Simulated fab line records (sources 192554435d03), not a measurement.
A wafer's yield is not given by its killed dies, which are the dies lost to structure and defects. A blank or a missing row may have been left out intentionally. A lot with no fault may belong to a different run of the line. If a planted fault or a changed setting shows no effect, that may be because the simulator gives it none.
Which of the tools did it?	flow n5_finfet	Sampling: 9 lots, 27 wafers, 5 of 1938 route steps

WHAT THE GAUGES SHOWED, per wafer
N5_FIN_CUT_CD_MEAS_08 targets a cd of 29.1 nm. Usual: cd_nm at 29.09 nm, with a standard deviation of 0.22.
lot	measured	on	cd_nm (nm)	flag
L667	day 2 20:57	cd_sem-01	28.79 29.32 29.51	
L669	day 3 08:46	cd_sem-02	28.74 28.72 29.01	
L670	day 3 15:10	cd_sem-02	29.14 29.01 29.20	
L680	day 6 02:40	cd_sem-03	29.31 29.06 29.06	
L681	day 6 09:55	cd_sem-03	29.30 28.96 29.24	
L682	day 6 14:29	cd_sem-02	29.12 29.12 29.03	
L685	day 7 07:57	cd_sem-03	29.20 29.06 29.16	
L686	day 7 14:06	cd_sem-02	29.24 29.38 29.46	
L687	day 7 20:50	cd_sem-02	28.94 29.04 28.88	

N5_BEOL_M4_RC_MEAS_101. Usual: DIBL_N 35.9 mV/V, standard deviation 1.3; DIBL_P 35.9 mV/V, standard deviation 1.5; IOFF_N 0.152 nA/um, standard deviation 0.023; IOFF_P 0.204 nA/um, standard deviation 0.027; ION_N 673 uA/um, standard deviation 9.2; ION_P 462 uA/um, standard deviation 6.7; SS_N 71.4 mV/dec, standard deviation 0.48; SS_P 73.2 mV/dec, standard deviation 0.55; VT_N 250.3 mV, standard deviation 2.6; VT_P -250.6 mV, standard deviation 3.
lot	measured	on	DIBL_N (mV/V)	DIBL_P (mV/V)	IOFF_N (nA/um)	IOFF_P (nA/um)	ION_N (uA/um)	ION_P (uA/um)	SS_N (mV/dec)	SS_P (mV/dec)	VT_N (mV)	VT_P (mV)	flag
L667	day 9 18:23	prober-02	36.5 35.0 36.1	37.3 36.3 37.1	0.167 0.150 0.163	0.198 0.182 0.197	677 679 680	461 452 462	70.8 71.0 71.5	74.3 73.0 73.2	249.8 252.0 248.3	-253.7 -254.3 -251.2	
L669	day 9 16:45	prober-01	36.4 37.3 35.5	35.8 37.5 35.5	0.154 0.167 0.135	0.200 0.220 0.189	679 662 666	463 460 463	72.0 71.9 71.7	73.5 74.8 72.9	249.3 248.3 249.8	-250.5 -250.0 -253.4	
L670	day 10 14:52	prober-02	36.6 37.2 36.1	35.2 36.9 34.5	0.144 0.167 0.141	0.217 0.244 0.198	665 671 659	462 464 449	71.6 72.1 71.9	73.5 74.2 72.5	252.7 248.3 253.3	-248.6 -249.5 -251.8	
L680	day 12 12:38	prober-02	33.7 37.4 35.2	32.6 37.8 34.0	0.112 0.179 0.140	0.168 0.235 0.181	658 677 664	463 469 458	71.3 71.4 71.7	72.2 74.2 72.9	254.1 249.8 250.1	-251.2 -248.6 -250.5	
L681	day 13 14:47	prober-01	36.5 36.6 36.1	36.9 37.0 36.0	0.146 0.141 0.139	0.178 0.178 0.168	671 660 674	459 451 457	70.9 70.4 71.4	73.0 72.9 73.4	250.3 250.9 249.9	-251.8 -254.6 -253.8	
L682	day 13 14:14	prober-02	34.5 33.8 35.7	36.0 35.6 37.6	0.143 0.137 0.164	0.198 0.187 0.223	681 665 681	470 466 467	71.5 71.2 71.5	73.3 73.1 73.5	252.2 253.1 249.4	-248.9 -253.0 -251.9	
L685	day 14 01:35	prober-02	35.1 35.0 35.1	35.8 36.8 36.6	0.128 0.132 0.138	0.167 0.175 0.171	669 668 672	455 454 456	71.1 71.7 71.8	73.3 73.4 73.2	255.3 253.2 252.9	-254.2 -253.3 -257.5	
L686	day 14 19:56	prober-01	41.0 37.6 38.4	40.4 35.8 36.5	0.248 0.157 0.177	0.306 0.216 0.238	686 667 669	469 459 455	72.2 72.2 71.4	74.8 73.7 74.4	245.1 251.9 249.1	-245.4 -252.3 -249.1	
L687	day 14 22:47	prober-02	35.3 35.2 35.9	34.3 34.4 35.3	0.134 0.130 0.146	0.219 0.216 0.240	657 667 678	466 471 477	71.6 71.4 71.1	73.2 72.1 73.7	252.8 249.9 251.0	-247.0 -247.9 -244.7	

WHICH TOOL RAN EACH LOT (tool, then ch and the chambers of the sampled wafers, then the start)
lot	N5_FIN_SAQP_STRIP_70	N5_FIN_SAQP_ETCH_34	N5_FIN_CUT_COAT_02
L667	rie_diel-04 ch 2,3, day 2 19:02	rie_diel-02 ch 1,3, day 2 19:59	litho_track-05 ch 0, day 2 20:33
L669	rie_diel-02 ch 1,2,3, day 3 07:09	rie_diel-04 ch 0,3, day 3 07:59	litho_track-05 ch 0, day 3 08:30
L670	rie_diel-05 ch 0,1,3, day 3 13:26	rie_diel-02 ch 1,2, day 3 14:16	litho_track-05 ch 0, day 3 14:46
L680	rie_diel-04 ch 1,2, day 6 00:47	rie_diel-02 ch 0,3, day 6 01:54	litho_track-04 ch 0, day 6 02:25
L681	rie_diel-05 ch 1,3, day 6 07:01	rie_diel-05 ch 0,1,3, day 6 09:09	litho_track-05 ch 0, day 6 09:40
L682	rie_diel-04 ch 1,3, day 6 12:44	rie_diel-05 ch 1,3, day 6 13:44	litho_track-04 ch 0, day 6 14:14
L685	rie_diel-05 ch 0,1, day 7 06:20	rie_diel-04 ch 0,3, day 7 07:11	litho_track-05 ch 0, day 7 07:41
L686	rie_diel-04 ch 1,2,3, day 7 12:29	rie_diel-04 ch 0,1,2, day 7 13:20	litho_track-04 ch 0, day 7 13:50
L687	rie_diel-04 ch 0,2,3, day 7 19:13	rie_diel-05 ch 0,1,3, day 7 20:04	litho_track-04 ch 0, day 7 20:34
- N5_FIN_SAQP_STRIP_70: strips in N2/H2.
- N5_FIN_SAQP_ETCH_34: etches SiO2 in C4F6/O2, target depth 45 nm, time 15 s.
- N5_FIN_CUT_COAT_02: resist thk 30 nm.

AS READ BY THE TOOLS THEMSELVES (means over the sampled wafers that have a number; for cases with no such wafer, the mark the record gives instead)
N5_FIN_SAQP_STRIP_70. Usual: value, then standard deviation, for each; chamber_pressure_mTorr 50.00 mTorr / 0.048; drypump_motor_current_A 6.0 A / 0.33; oes_product_au 0.81 a.u. / 0.087; rf_vpp_V 122.0 V / 1.1; showerhead_plenum_p_Torr 3.37 Torr / 0.15; temp_c 40.00 C / 0.11; throttle_valve_pct 18.88 % / 0.21.
lot	tool	chamber_pressure_mTorr (mTorr)	drypump_motor_current_A (A)	oes_product_au (a.u.)	rf_vpp_V (V)	showerhead_plenum_p_Torr (Torr)	temp_c (C)	throttle_valve_pct (%)	flag
L667	rie_diel-04	50.03	6.1	0.84	121.6	3.34	40.05	18.88	
L669	rie_diel-02	49.95	5.9	0.78	122.8	3.46	40.06	18.96	
L670	rie_diel-05	50.00	5.7	0.77	121.8	3.37	40.02	18.97	
L680	rie_diel-04	49.99	6.1	0.85	121.3	3.26	40.05	18.91	
L681	rie_diel-05	49.99	5.7	0.75	121.3	3.23	39.94	19.16	
L682	rie_diel-04	50.02	6.1	0.74	121.3	3.25	40.04	18.77	
L685	rie_diel-05	49.98	5.5	0.76	122.4	3.36	40.01	18.78	
L686	rie_diel-04	50.02	6.1	0.78	121.2	3.27	40.12	18.89	
L687	rie_diel-04	50.01	6.2	0.84	122.7	3.39	39.96	18.93	

N5_FIN_SAQP_ETCH_34. Usual: value, then standard deviation, for each; chamber_pressure_mTorr 30.000 mTorr / 0.026; drypump_motor_current_A 5.9 A / 0.37; etch_rf_on_time_s 14.94 s / 0.18; oes_product_au 0.68 a.u. / 0.07; rf_vpp_V 668 V / 5; showerhead_plenum_p_Torr 2.86 Torr / 0.13; throttle_valve_pct 20.99 % / 0.19.
lot	tool	chamber_pressure_mTorr (mTorr)	drypump_motor_current_A (A)	etch_rf_on_time_s (s)	oes_product_au (a.u.)	rf_vpp_V (V)	showerhead_plenum_p_Torr (Torr)	throttle_valve_pct (%)	flag
L667	rie_diel-02	29.993	5.7	15.04	0.70	669	2.98	20.81	
L669	rie_diel-04	30.006	6.1	14.76	0.73	669	2.90	20.81	
L670	rie_diel-02	30.007	6.1	15.03	0.64	673	2.88	21.07	
L680	rie_diel-02	30.001	5.5	14.97	0.72	665	2.99	20.77	
L681	rie_diel-05	30.016	5.8	14.96	0.64	667	2.84	21.08	
L682	rie_diel-05	29.990	6.0	14.90	0.62	665	2.83	21.24	
L685	rie_diel-04	30.004	6.3	14.78	0.72	668	2.95	20.82	
L686	rie_diel-04	29.996	6.2	14.92	0.71	663	2.84	20.97	
L687	rie_diel-05	29.998	5.8	15.13	0.63	668	2.84	21.10	

N5_FIN_CUT_COAT_02. Usual: spin_speed_rpm at 1500.1 rpm, with a standard deviation of 1.2.
lot	tool	spin_speed_rpm (rpm)	flag
L667	litho_track-05	1501.4	
L669	litho_track-05	1358.7	OFF
L670	litho_track-05	1358.7	OFF
L680	litho_track-04	1500.3	
L681	litho_track-05	1497.7	
L682	litho_track-04	1500.3	
L685	litho_track-05	1501.0	
L686	litho_track-04	1499.7	
L687	litho_track-04	1500.4	

THE ANSWER, worked out from the rows above alone
Rule: lot off if the mean of its wafers having a number is beyond 3 standard deviations from the usual mean. A lot without any number at a reading at which 4 lots or more have one is off too. The other lots that the step has rows for count as sound. The gauges are gone through in route order, then the tools' own readings, and for those a lot's mean is taken as printed above. At the first step where some lot is off, the reading lying furthest off is the one used; lots without a number count as furthest.
Off: L669, L670 (N5_FIN_CUT_COAT_02, spin_speed_rpm).
A tool fits if, at that step or a process step before it, it ran every lot that is off, and no sound lot after the first of them. None of those tried fits.

WHAT THE SIMULATOR PUT IN
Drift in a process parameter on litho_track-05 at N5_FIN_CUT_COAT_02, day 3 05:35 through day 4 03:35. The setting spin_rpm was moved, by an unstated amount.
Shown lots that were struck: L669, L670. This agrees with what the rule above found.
